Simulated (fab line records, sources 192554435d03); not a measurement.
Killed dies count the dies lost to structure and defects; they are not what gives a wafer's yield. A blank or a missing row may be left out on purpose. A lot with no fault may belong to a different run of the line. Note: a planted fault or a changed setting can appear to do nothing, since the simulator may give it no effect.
Chamber matching | flow n5Finfet | N5_BEOL_M13_ETCH_38 on rieDiel-06: 4 sister chambers
The step etches SiCN in CF4/N2, target depth 67.5 nm, time 71.9 s. 4 wafers are shown with their chamber, then 9 later ones without.

## WAFERS, EACH WITH ITS CHAMBER
wafer  | chamber | showerheadPlenumPTorr (Torr)
L084.5 | 3       | 2.35
L086.5 | 1       | 2.11
L089.1 | 2       | 2.27
L089.5 | 0       | 2.16

## WAFERS MISSING THEIR CHAMBER
wafer  | showerheadPlenumPTorr (Torr)
L088.1 | 2.27
L088.5 | 2.27
L088.6 | 2.11
L092.3 | 2.27
L092.5 | 2.16
L092.6 | 2.34
L094.1 | 2.11
L094.3 | 2.15
L094.4 | 2.34

## EACH ONE'S CHAMBER
wafer  | from the rows above | in truth
L088.1 | 2                   | 2
L088.5 | 2                   | 2
L088.6 | 1                   | 1
L092.3 | 2                   | 2
L092.5 | 0                   | 0
L092.6 | 3                   | 3
L094.1 | 1                   | 1
L094.3 | 0                   | 0
L094.4 | 3                   | 3
Correctly placed: 9 of 9. Number that these rows cannot place: 0. Wrongly placed: 0.
How it was worked out, from the rows above alone: a wafer's distance from a chamber is the root of the sum, over the readings, of the square of ((its reading less the chamber's mean) divided by the reading's scatter). If the next closest chamber is less than 2 further off than the closest, the wafer can't be placed; otherwise it belongs to the closest. Each chamber's mean is taken over the wafers shown for it. The scatter (one wafer shown for each chamber): square how far every hidden wafer sits from the nearest shown wafer, average those squares and take the square root.
